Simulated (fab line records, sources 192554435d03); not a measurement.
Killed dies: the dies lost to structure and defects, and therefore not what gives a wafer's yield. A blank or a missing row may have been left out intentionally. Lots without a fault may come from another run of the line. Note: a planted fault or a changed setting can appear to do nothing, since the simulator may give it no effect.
A lot that was struck, set against a sound lot ; flow n5Finfet ; 41 steps out of a route of 1938
Sound: wafers L760.1, L760.4, L760.6. Struck: wafers L756.2, L756.5, L756.6. Last of all comes the cause.
Order at every step that has rows: each side's tool, ch and its chambers, its first start. Under that, the readings that differ: sound wafers ; struck wafers ; difference of the means ; sigmas: that difference in standard deviations of wafers without a fault.
alike: a reading whose means differ by less than 2 such deviations, as well as words and numbers matching on both sides. not compared: withheld readings; readings where some wafer has no value; bounds like >300 that might hide an equal value; numbers whose values overlap and for which the record gives no deviation.
A row with sigmas, a row that says differs or no value, or rows on one side alone: a step with any of these is where the two part. Numbers that have no deviation but don't overlap get no sigmas and don't part them. Lack of a reading on every wafer of one side parts them only where that side has two or more wafers.

first, 2 steps without rows for these wafers: N5_BEOL_M1_PRECLEAN_42 (cleans in residue remover, time 60 s); N5_BEOL_M1_SRD_43 (time 30 s).
N5_BEOL_M1_CD_MEAS_35: target cd 18 nm, target cd y 21 nm.
  sound on cdSem-01 at day 9 13:36; struck on cdSem-01 at day 8 15:45
  alike: cdNm
then, 6 steps without rows for these wafers: N5_BEOL_M1_DEGAS_44 (time 60 s); N5_BEOL_M1_PRE_CLEAN_45 (time 30 s); N5_BEOL_M1_ALD_84 (deposits TaN, pulse time 2 s, purge time 3 s, co reactant purge time 2 s); N5_BEOL_M1_SURFACE_TREAT_85; N5_BEOL_M1_CVD_47 (deposits Co from CCTBA/H2, target thk 3 nm, time 223.8 s); N5_BEOL_M1_SPUTTER_48 (material Cu, target thk 4.5 nm, time 8.29 s).
N5_BEOL_M1_ANNEAL_49: time 240 s.
  sound on pvdSputter-02 at day 9 14:50; struck on pvdSputter-01 at day 8 16:44
  alike: heaterPowerW
then, 1 step without rows for these wafers: N5_BEOL_M1_SPUTTER_79 (material Cu, target thk 4.5 nm, time 8.29 s).
N5_BEOL_M1_ANNEAL_80: time 240 s.
  sound on pvdSputter-02 at day 9 15:03; struck on pvdSputter-01 at day 8 16:58
  alike: heaterPowerW
N5_BEOL_M1_SPUTTER_81: material Cu, target thk 4.5 nm, time 8.29 s.
  sound on pvdSputter-02 at day 9 15:11; struck on pvdSputter-01 at day 8 17:06
  alike: chuckSensorTempC, throttleValvePct
then, 1 step without rows for these wafers: N5_BEOL_M1_ANNEAL_82 (time 240 s).
N5_BEOL_M1_SPUTTER_86: material Cu, target thk 4.5 nm, time 8.29 s.
  sound on pvdSputter-02 at day 9 15:25; struck on pvdSputter-01 at day 8 17:19
  alike: chuckSensorTempC, throttleValvePct
then, 12 steps without rows for these wafers: N5_BEOL_M1_ANNEAL_87 (time 240 s); N5_BEOL_M1_SPUTTER_88 (material Cu, target thk 4.5 nm, time 8.29 s); N5_BEOL_M1_ANNEAL_89 (time 240 s); N5_BEOL_M1_SPUTTER_90 (material Cu, target thk 4.5 nm, time 8.29 s); N5_BEOL_M1_ANNEAL_91 (time 240 s); N5_BEOL_M1_SPUTTER_92 (material Cu, target thk 4.5 nm, time 8.29 s); N5_BEOL_M1_ANNEAL_93 (time 240 s); N5_BEOL_M1_SPUTTER_94 (material Cu, target thk 4.5 nm, time 8.29 s); N5_BEOL_M1_ANNEAL_95 (time 240 s); N5_BEOL_M1_SPUTTER_96 (material Cu, target thk 4.5 nm, time 8.29 s); N5_BEOL_M1_ECD_50 (material Cu, target thk 300 nm); N5_BEOL_M1_ANNEAL_51 (time 90 s).
N5_BEOL_M1_CMP_52: polishes, stops on SiOC, t overpolish 6.8 s, target thk 40 nm.
  sound on cmp-04 ch 0,1, day 9 17:00; struck on cmp-04 ch 1,2,3, day 8 19:01
  alike: barrierFieldEndpointS, headPressurePsi, motorCurrentA, overpolishRunS, timeToEndpointS
then, 4 steps without rows for these wafers: N5_BEOL_M1_PRE_CLEAN_60 (time 15 s); N5_BEOL_M1_CO_CAP_55 (material Co, precursor CCTBA/H2, target thk 2 nm, time 102.1 s); N5_BEOL_M1_PRE_CLEAN_56 (time 15 s); N5_BEOL_M1_DEP_57 (deposits SiCN from 3MS/NH3, target thk 8 nm, time 14 s).
N5_BEOL_M1_RS_MEAS_58: measurement is done with a four-point probe.
  sound on filmMetro-02 at day 9 17:34; struck on filmMetro-01 at day 8 19:28
  alike: M1_RS
N5_BEOL_M2_ILD_DEP_00: deposits SiOC from DEMS/O2, target thk 79 nm, time 15.3 s.
  sound on pecvd-03 ch 1, day 9 17:38; struck on pecvd-03 ch 0,1, day 8 19:32
  alike: chamberPressureTorr, heaterPowerW, showerheadPlenumPTorr, showerheadVppV, throttleValvePct
N5_BEOL_M2_THK_MEAS_01:
  sound on filmMetro-01 at day 9 17:43; struck on filmMetro-02 at day 8 19:35
  alike: M2_ILD_THK
then, 5 steps without rows for these wafers: N5_BEOL_M2_PECVD_72 (deposits SiO2 from TEOS/O2, target thk 16 nm, time 18 s); N5_BEOL_M2_HM_DEP_02 (deposits TiN, target thk 20 nm); N5_BEOL_M2_COAT_61 (time 60 s, resist thk 60 nm); N5_BEOL_M2_COAT_62 (time 60 s, resist thk 12 nm); N5_BEOL_M2_COAT_73 (time 60 s, resist thk 5 nm).
-- here the record skips 6 days between the struck wafers' starts before and after, leaving off in module BEOL_M2 and picking up in module PASSIVATION (first step shown: number 1936 of the route) --
N5_PASSIVATION_PROBE_49:
  sound on prober-01 at day 15 11:59; struck on prober-02 at day 14 10:55
reading;sound;struck;difference;sigmas
defectLimitedYield (%);90.2 90.3 90.1;85.3 82.1 84.1;-6.4;-5
killed_at_M0_to_M3;48 44 48;119 167 137;+94;+9
killedDies;116 115 117;174 211 188;+75;+4
sort_bin_5_function (%);5.9 5.6 6.0;8.2 9.7 9.2;+3.2;+3
sortNPass;1064 1065 1063;1006 969 992;-75;-4
sortYieldPct (%);90.2 90.3 90.1;85.3 82.1 84.1;-6.4;-4
  alike: killed_at_M4_up, killedAtContacts, killedAtFrontEnd, killedAtOther, killedOpen, killedShort, sort_bin_6_memory

WHERE THEY PART
N5_PASSIVATION_PROBE_49 only, going by this record.

WHY: whatever the simulator had introduced
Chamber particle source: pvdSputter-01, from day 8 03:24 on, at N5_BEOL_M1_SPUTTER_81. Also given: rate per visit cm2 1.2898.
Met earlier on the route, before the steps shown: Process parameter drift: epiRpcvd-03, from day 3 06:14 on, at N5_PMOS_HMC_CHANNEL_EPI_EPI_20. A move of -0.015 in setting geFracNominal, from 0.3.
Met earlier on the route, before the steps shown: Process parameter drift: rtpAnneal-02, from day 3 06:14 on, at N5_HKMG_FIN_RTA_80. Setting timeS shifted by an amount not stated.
